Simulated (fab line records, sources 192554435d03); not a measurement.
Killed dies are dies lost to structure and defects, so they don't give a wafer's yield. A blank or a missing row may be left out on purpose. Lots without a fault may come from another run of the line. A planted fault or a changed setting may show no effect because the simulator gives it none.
Problem report in the 8D (eight disciplines) form, filled by code | flow n5_finfet | the parts of the form that need people (team, actions taken, sign-off) are left out

1. THE PROBLEM
spin_speed_rpm at N5_BEOL_M11_COAT_05 reads a mean of 1410.2 rpm on 6 wafers of 2 lots; wafers without a fault read 1499.8 rpm with a standard deviation of 1.2. That is -75 standard deviations from the usual mean.
The step: resist thk 90 nm.
First seen on wafer L543.1, day 12 01:05, on litho_track-04. The record holds 17 wafers of 6 lots with a number at this step. Rule for "out", or "out of limits": more than 4 standard deviations from the usual mean. The other wafers with a number count as sound.

2. WHAT IT IS AND WHAT IT IS NOT
question                    | is                     | is not
which readings at this step | spin_speed_rpm         | -
which lots                  | L543, L544             | L535, L537, L552, L554
which wafers of those lots  | all that have a number | -
read on which tools         | litho_track-04         | litho_track-02, litho_track-05
when                        | from day 12 01:05      | up to then (6 sound wafers); but 5 sound wafers of L552, L554 came after

3. SUSPECTS, AND WHAT RULES EACH OUT
Counting: a tool at a process step up to the reading stays a suspect if it ran every lot that is out and no sound lot after the first of them.
- uv_cure-01 at N5_BEOL_M11_CURE_71 (cures SiCOH lowk, time 240 s): kept. It ran every lot that is out, first L543 (day 11 22:37), and no sound lot after that; its last sound lot up to then is L535 (day 10 01:11).
- litho_track-04 at N5_BEOL_M11_COAT_05 (resist thk 90 nm): kept. It ran every lot that is out, first L543 (day 12 01:05), and no sound lot after that; its last sound lot up to then is L537 (day 10 20:05). Its own readings are out on those wafers: spin_speed_rpm.
Left after counting: uv_cure-01 at N5_BEOL_M11_CURE_71, litho_track-04 at N5_BEOL_M11_COAT_05.

4. THE CAUSE (what the simulator had put in)
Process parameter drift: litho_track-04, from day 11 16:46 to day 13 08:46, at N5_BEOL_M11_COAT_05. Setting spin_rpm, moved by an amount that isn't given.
Counting left 2 suspects, and this tool is among them.

5. THE CHAIN OF EFFECTS, in route order
Each row: a reading whose mean over the struck wafers that have a number lies more than 3 standard deviations from the usual. Only readings for which the record gives a usual standard deviation are gone through. hours: the time from each lot's start at the first step in this table that gives one to its start at this step, as a median over the lots. sigmas: the change in usual standard deviations.
hours | step                | reading        | usual      | on struck wafers | change | sigmas
0     | N5_BEOL_M11_COAT_05 | spin_speed_rpm | 1499.8 rpm | 1410.2           | -89.6  | -75
The process steps in it:
- N5_BEOL_M11_COAT_05: resist thk 90 nm.
Later measuring or inspecting steps at which every struck wafer that the step has a row for has a number for every such reading, and none has moved that far: N5_BEOL_M11_CD_MEAS_11, N5_BEOL_M11_OVL_MEAS_12, N5_BEOL_M11_INSPECT_13.

6. WHAT WOULD HAVE CAUGHT IT SOONER
In this record the first reading out of limits was taken at day 12 01:05, 8 hours after the fault began at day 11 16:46.
